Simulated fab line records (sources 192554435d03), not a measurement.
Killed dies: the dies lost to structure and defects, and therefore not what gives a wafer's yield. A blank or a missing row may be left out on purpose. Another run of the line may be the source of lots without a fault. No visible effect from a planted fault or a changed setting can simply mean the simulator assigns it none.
Matching of chambers || flow n5-finfet || pecvd-02 running N5_BEOL_M11_PECVD_70: 3 sister chambers
The step deposits SiO2 from TEOS/O2, target thk 20 nm, time 22.7 s. 6 wafers are shown with their chamber, then 10 later ones without.

EACH WAFER AND ITS CHAMBER
{"wafer": "L082.2", "chamber": 2, "throttle-valve-pct (%)": 22.8, "heater-power-w (W)": 725}
{"wafer": "L081.6", "chamber": 2, "throttle-valve-pct (%)": 23.3, "heater-power-w (W)": 763}
{"wafer": "L084.6", "chamber": 1, "throttle-valve-pct (%)": 22.7, "heater-power-w (W)": 804}
{"wafer": "L087.6", "chamber": 1, "throttle-valve-pct (%)": 22.9, "heater-power-w (W)": 863}
{"wafer": "L089.2", "chamber": 0, "throttle-valve-pct (%)": 25.7, "heater-power-w (W)": 612}
{"wafer": "L089.5", "chamber": 0, "throttle-valve-pct (%)": 25.5, "heater-power-w (W)": 599}

WAFERS MISSING THEIR CHAMBER
{"wafer": "L089.6", "throttle-valve-pct (%)": 23.4, "heater-power-w (W)": 774}
{"wafer": "L090.2", "throttle-valve-pct (%)": 23.4, "heater-power-w (W)": 801}
{"wafer": "L090.5", "throttle-valve-pct (%)": 23.6, "heater-power-w (W)": 783}
{"wafer": "L090.6", "throttle-valve-pct (%)": 25.5, "heater-power-w (W)": 705}
{"wafer": "L093.3", "throttle-valve-pct (%)": 25.7, "heater-power-w (W)": 705}
{"wafer": "L093.5", "throttle-valve-pct (%)": 22.7, "heater-power-w (W)": 814}
{"wafer": "L093.6", "throttle-valve-pct (%)": 23.4, "heater-power-w (W)": 732}
{"wafer": "L097.1", "throttle-valve-pct (%)": 23.4, "heater-power-w (W)": 748}
{"wafer": "L097.2", "throttle-valve-pct (%)": 22.7, "heater-power-w (W)": 742}
{"wafer": "L097.6", "throttle-valve-pct (%)": 23.7, "heater-power-w (W)": 779}

CHAMBER TAKEN BY EACH
{"wafer": "L089.6", "from the rows above": "can't be placed: 2 or 1", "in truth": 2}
{"wafer": "L090.2", "from the rows above": "can't be placed: 2 or 1", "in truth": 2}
{"wafer": "L090.5", "from the rows above": "can't be placed: 2 or 1", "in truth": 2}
{"wafer": "L090.6", "from the rows above": 0, "in truth": 0}
{"wafer": "L093.3", "from the rows above": 0, "in truth": 0}
{"wafer": "L093.5", "from the rows above": 1, "in truth": 1}
{"wafer": "L093.6", "from the rows above": 2, "in truth": 2}
{"wafer": "L097.1", "from the rows above": 2, "in truth": 2}
{"wafer": "L097.2", "from the rows above": "can't be placed: 2 or 1", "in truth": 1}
{"wafer": "L097.6", "from the rows above": "can't be placed: 2 or 1", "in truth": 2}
Placed correctly: 5 of 10. Cannot be placed on the basis of these rows: 5; the candidates contain the true chamber in 5. Wrongly placed: 0.
How it was worked out, from the rows above alone: a wafer's distance from a chamber is the root of the sum, over the readings, of the square of ((its reading less the chamber's mean) divided by the reading's scatter). If the next closest chamber is less than 2 further off than the closest, the wafer can't be placed; otherwise it belongs to the closest. Each chamber's mean is taken over the wafers shown for it. The scatter is the square root of a quotient: the sum, over the shown wafers, of each reading's squared deviation from its chamber's mean, divided by wafers minus chambers.
